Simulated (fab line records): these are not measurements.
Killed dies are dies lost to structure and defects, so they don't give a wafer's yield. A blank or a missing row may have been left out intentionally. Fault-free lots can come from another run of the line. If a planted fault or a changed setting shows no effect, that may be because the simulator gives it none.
Lot-split experiment | flow n5-finfet | 21 wafers read across 7 lots, on a route 1938 steps long

## ON THE SPLIT
At N5_PMOS_HMC_CHANNEL_EPI_HM_DEP_34 (deposits SiO2 from TEOS/O2, target thk 36 nm, time 6.9 s), the setting time-s was moved away from the recipe's 6.9 s on 3 of the 21 wafers read, by -9.9% to +14.6%. All remaining wafers had this setting at the recipe value.

## FROM THE SPLIT TO THE READING: what the file shows between them, 4 steps
- N5_PMOS_HMC_CHANNEL_EPI_COAT_31: time 60 s, resist thk 66 nm (also split here: spin-rpm)
- N5_PMOS_HMC_CHANNEL_EPI_COAT_03: resist thk 205 nm
- N5_PMOS_HMC_CHANNEL_EPI_EBR_05
- N5_PMOS_HMC_CHANNEL_EPI_DESCUM_14: chemistry O2, time 7.9 s

## THE READING
SiO2_of_PMOS_HMC_CHANNEL_EPI_HM_DEP_34.thk-nm (the simulator's own value, which no gauge read), in nm, at N5_PMOS_HMC_CHANNEL_EPI_ETCH_32 (etches BARC in N2/H2, stops on SiO2, target depth 85.8 nm, time 50.3 s). The file gives no usual value for it. Across the 18 wafers here that went through the recipe, the average is 36.06 nm and the standard deviation 0.42 nm.

wafer  | tool, chamber at the split | time-s as run, s | against the recipe | SiO2_of_PMOS_HMC_CHANNEL_EPI_HM_DEP_34.thk-nm, nm | against lot-mates on the recipe
L075.2 | pecvd-04, 2                | 6.9              | recipe             | 36.14                                             | -
L075.5 | pecvd-04, 0                | 6.217            | -9.9%              | 33.33                                             | -3.17
L075.6 | pecvd-04, 1                | 6.9              | recipe             | 36.86                                             | -
L076.2 | pecvd-03, 0                | 6.9              | recipe             | 35.49                                             | -
L076.5 | pecvd-03, 1                | 6.9              | recipe             | 36.62                                             | -
L076.6 | pecvd-03, 0                | 6.9              | recipe             | 35.95                                             | -
L078.1 | pecvd-02, 0                | 6.9              | recipe             | 36.15                                             | -
L078.3 | pecvd-02, 1                | 6.9              | recipe             | 35.94                                             | -
L078.6 | pecvd-02, 1                | 6.9              | recipe             | 36.49                                             | -
L081.1 | pecvd-04, 2                | 7.91             | +14.6%             | 39.88                                             | +4.09
L081.4 | pecvd-04, 1                | 6.9              | recipe             | 35.72                                             | -
L081.6 | pecvd-04, 0                | 6.9              | recipe             | 35.86                                             | -
L085.1 | pecvd-04, 0                | 6.9              | recipe             | 35.73                                             | -
L085.3 | pecvd-04, 2                | 6.9              | recipe             | 36.31                                             | -
L085.6 | pecvd-04, 1                | 6.9              | recipe             | 36.67                                             | -
L096.1 | pecvd-02, 2                | 6.9              | recipe             | 35.3                                              | -
L096.3 | pecvd-02, 1                | 6.9              | recipe             | 35.71                                             | -
L096.4 | pecvd-02, 1                | 6.9              | recipe             | 35.77                                             | -
L097.2 | pecvd-02, 0                | 6.9              | recipe             | 36.5                                              | -
L097.3 | pecvd-02, 2                | 6.389            | -7.4%              | 33.39                                             | -2.83
L097.6 | pecvd-02, 2                | 6.9              | recipe             | 35.94                                             | -

THE FIT
A straight line over all 21 wafers: SiO2_of_PMOS_HMC_CHANNEL_EPI_HM_DEP_34.thk-nm changes by +0.28 nm for each +1% of time-s; r = +0.94; the points scatter about the line by 0.44 nm.
The same after taking each lot's own level away (the mean of its wafers on the recipe; 21 wafers): +0.305 nm for each +1%; r = +0.97; scatter 0.34 nm.
On that fit, the largest move of time-s shifts the reading by 4.5 nm.
Measured against the standard deviation above, the lots' own levels, which go from 35.593 to 36.500 nm, span 2.2 times it.
Consequently the slope shifts little with the lot-to-lot level, the two slopes agreeing.
Check: for one of the wafers moved furthest among these (+14.6%), held out of the fit, the line's prediction against its lot-mates is +5 nm. Against them it came out at +4.09 nm.

## OTHER SPLITS ON THESE WAFERS
These wafers also went through other splits before the reading. Each is held against what the fit with the lots' levels taken away leaves over:
other split on the same wafers           | wafers away from the commonest value | r with SiO2_of_PMOS_HMC_CHANNEL_EPI_HM_DEP_34.thk-nm (lot level and that fit taken away)
N5_WELL_APT_COAT_02 spin-rpm             | 4                                    | +0.08
N5_WELL_APT_PEB_06 peb-temp-c            | 8                                    | -0.19
N5_PMOS_HMC_CHANNEL_EPI_COAT_31 spin-rpm | 7                                    | -0.03

## THE WHOLE CHAIN: every reading that the file lists as answering this split, in the file's order
step                              | what it does                                                           | reading                                                                                        | change (the file's fit)               | r (the file's)
N5_PMOS_HMC_CHANNEL_EPI_HM_DEP_34 | deposits SiO2 from TEOS/O2, target thk 36 nm, time 6.9 s               | SiO2_of_PMOS_HMC_CHANNEL_EPI_HM_DEP_34.thk-nm (the simulator's own value, which no gauge read) | +0.307 nm for each +1% of the setting | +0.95
N5_PMOS_HMC_CHANNEL_EPI_ETCH_32   | etches BARC in N2/H2, stops on SiO2, target depth 85.8 nm, time 50.3 s | SiO2_of_PMOS_HMC_CHANNEL_EPI_HM_DEP_34.thk-nm (the simulator's own value, which no gauge read) | +0.305 nm for each +1% of the setting | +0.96

## FILE'S OWN FIT
SiO2_of_PMOS_HMC_CHANNEL_EPI_HM_DEP_34.thk-nm changes by +0.305 nm for each +1% of time-s, r = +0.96.
